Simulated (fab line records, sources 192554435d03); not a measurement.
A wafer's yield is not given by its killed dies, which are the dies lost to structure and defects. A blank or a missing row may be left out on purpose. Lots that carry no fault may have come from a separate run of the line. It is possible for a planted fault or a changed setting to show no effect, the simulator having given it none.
Chamber matching + flow n5 finfet + rie si-06 running N5_FIN_SAQP_ETCH_65: 4 sister chambers
The step etches SiO2 in CF4, target depth 4 nm, time 4.4 s. 14 wafers are shown with their chamber, then 7 later ones without.

== EACH WAFER AND ITS CHAMBER ==
| wafer  | chamber | throttle valve pct (%) | oes product au (a.u.) | chamber pressure mTorr (mTorr) |
|--------|---------|------------------------|-----------------------|--------------------------------|
| L077.1 | 3       | 21.78                  | 0.991                 | 9.998                          |
| L077.2 | 1       | 21.48                  | 1.004                 | 10.020                         |
| L077.3 | 0       | 22.02                  | 1.024                 | 9.990                          |
| L078.2 | 3       | 21.78                  | 0.987                 | 9.988                          |
| L078.3 | 1       | 21.48                  | 0.997                 | 10.019                         |
| L078.6 | 0       | 22.00                  | 1.022                 | 9.993                          |
| L079.1 | 0       | 22.00                  | 1.019                 | 9.991                          |
| L079.4 | 1       | 21.50                  | 1.000                 | 9.994                          |
| L079.5 | 2       | 21.77                  | 1.017                 | 10.012                         |
| L080.2 | 1       | 21.49                  | 1.005                 | 9.996                          |
| L080.3 | 3       | 21.76                  | 0.994                 | 10.004                         |
| L080.6 | 3       | 21.78                  | 0.986                 | 10.016                         |
| L081.1 | 0       | 22.00                  | 1.018                 | 9.998                          |
| L081.3 | 3       | 21.78                  | 0.984                 | 10.011                         |

SIGNATURES (means of the wafers above)
| reading                | chamber 0 | chamber 1 | chamber 2 | chamber 3 | scatter within a chamber |
|------------------------|-----------|-----------|-----------|-----------|--------------------------|
| throttle valve pct     | 22.0050   | 21.4875   | 21.7700   | 21.7760   | 0.00946                  |
| oes product au         | 1.02075   | 1.00150   | 1.01700   | 0.98840   | 0.00359                  |
| chamber pressure mTorr | 9.99300   | 10.00725  | 10.01200  | 10.00340  | 0.0106                   |
Rule: for a wafer and a chamber, the distance is found by dividing, reading by reading, the gap between the wafer's reading and the chamber's mean by the reading's scatter, squaring, summing and taking the root. The wafer belongs to the nearest chamber; if the next one is less than 2 further off, it can't be placed. The scatter: take each reading less its chamber's mean, square it, sum over the shown wafers, divide by the number of wafers less the number of chambers, and take the root.

== WAFERS MISSING THEIR CHAMBER ==
| wafer  | throttle valve pct (%) | oes product au (a.u.) | chamber pressure mTorr (mTorr) |
|--------|------------------------|-----------------------|--------------------------------|
| L081.6 | 21.79                  | 0.998                 | 10.002                         |
| L082.2 | 21.78                  | 0.993                 | 9.995                          |
| L082.3 | 21.48                  | 1.004                 | 9.993                          |
| L082.5 | 21.78                  | 0.996                 | 10.011                         |
| L091.2 | 21.49                  | 1.008                 | 10.006                         |
| L091.3 | 21.39                  | 0.995                 | 10.005                         |
| L091.6 | 21.99                  | 1.019                 | 10.000                         |

== EACH ONE'S CHAMBER ==
| wafer  | from the rows above | in truth                   |
|--------|---------------------|----------------------------|
| L081.6 | 3                   | 3                          |
| L082.2 | 3                   | 3                          |
| L082.3 | 1                   | 1                          |
| L082.5 | 3                   | 3                          |
| L091.2 | 1                   | 1                          |
| L091.3 | 1                   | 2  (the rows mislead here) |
| L091.6 | 0                   | 0                          |
Correct placement for 6 of the 7. Can't be placed from these rows: 0. Number placed wrongly: 1.
